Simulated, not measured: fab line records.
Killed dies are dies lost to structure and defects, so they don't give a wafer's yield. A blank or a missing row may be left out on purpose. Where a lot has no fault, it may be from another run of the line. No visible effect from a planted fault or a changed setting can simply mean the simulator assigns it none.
One fault through the eyes of 3 desks | flow n5Finfet | every desk sees just its own numbers, and what lay behind them comes last

## AT THE METROLOGY DESK
What the gauges read for every lot (on any tool): the sampled wafers with a number, averaged. If a lot's mean is further than 4 standard deviations from the usual mean, the lot is out of limits and carries the mark OUT (the distance appears in the brackets).
Columns: A = M5_RS at N5_BEOL_M5_RS_MEAS_57, usual 0.389 ohm/sq; B = M6_ILD_THK at N5_BEOL_M6_THK_MEAS_01, usual 154.8 nm; C = cdNm at N5_BEOL_M6_CD_MEAS_11, usual 38.1 nm; D = M6_OVL at N5_BEOL_M6_OVL_MEAS_12, usual -0.3 nm
lot  | first seen here | A     | B     | C    | D
L659 | day 8 22:17     | 0.372 | 154.8 | 38.3 | 0.1
L662 | day 9 16:52     | 0.394 | 151.3 | 37.8 | 1.0
L674 | day 12 16:12    | 0.391 | 155.5 | 39.1 | -0.2
L675 | day 12 18:50    | 0.402 | 152.9 | 37.5 | -0.0
L680 | day 14 10:31    | 0.390 | 155.7 | 37.4 | -1.2
L679 | day 14 12:58    | 0.378 | 153.9 | 38.1 | -0.2
Result from this desk: across the 6 lots, nothing is out of limits.

## AT THE TOOL OWNER'S DESK: lithoTrack-02
The tool's own readings at N5_BEOL_M6_COAT_05 (resist thk 90 nm): means of the sampled wafers that have a number, for each lot that ran on this tool. If a lot's mean is further than 4 standard deviations from the usual mean, the lot is out of limits and carries the mark OUT (the distance appears in the brackets).
Columns: A = spinSpeedRpm at N5_BEOL_M6_COAT_05, usual 1499.8 rpm
lot  | first seen here | A
L662 | day 9 19:28     | 1500.9
L674 | day 12 17:40    | 1718.3 (+99 or more) OUT
L675 | day 12 20:35    | 1718.9 (+99 or more) OUT
This desk's finding: out of limits on L674, L675; first on L674, day 12 17:40 (spinSpeedRpm at N5_BEOL_M6_COAT_05). L662 stayed within limits.

## THE DEFECT DESK
For each lot, the counts of the inspections along the route, averaged over the sampled wafers that have a number. If a lot's mean is further than 4 standard deviations from the usual mean, the lot is out of limits and carries the mark OUT (the distance appears in the brackets).
Columns: A = rawDefectCount at N5_BEOL_M5_INSPECT_58, usual 73; B = rawDefectCount at N5_BEOL_M6_INSPECT_13, usual 391
lot  | first seen here | A   | B
L659 | day 8 22:19     | 57  | 382
L662 | day 9 16:54     | 99  | 298
L674 | day 12 16:14    | 70  | 362
L675 | day 12 18:52    | 108 | 458
L680 | day 14 10:32    | 75  | 345
L679 | day 14 13:00    | 57  | 469
Result from this desk: across the 6 lots, nothing is out of limits.

## TAKEN TOGETHER
An alarm could have come from the tool owner's desk at day 12 17:40, on L674, L675.
The metrology desk saw nothing out of limits.
No out-of-limits result turned up at the defect desk.
The metrology desk has L674, L675 on record, within its limits.
The defect desk has L674, L675 on record, within its limits.
All the named lots went through N5_BEOL_M6_COAT_05 on lithoTrack-02.

## WHAT THE SIMULATOR HAD PUT IN
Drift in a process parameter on lithoTrack-02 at N5_BEOL_M6_COAT_05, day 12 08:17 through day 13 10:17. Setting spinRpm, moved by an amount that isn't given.
Struck lots among those shown: L674, L675.
Time in hours from fault onset to the first out-of-limits reading at each desk: the tool owner's desk, 9.
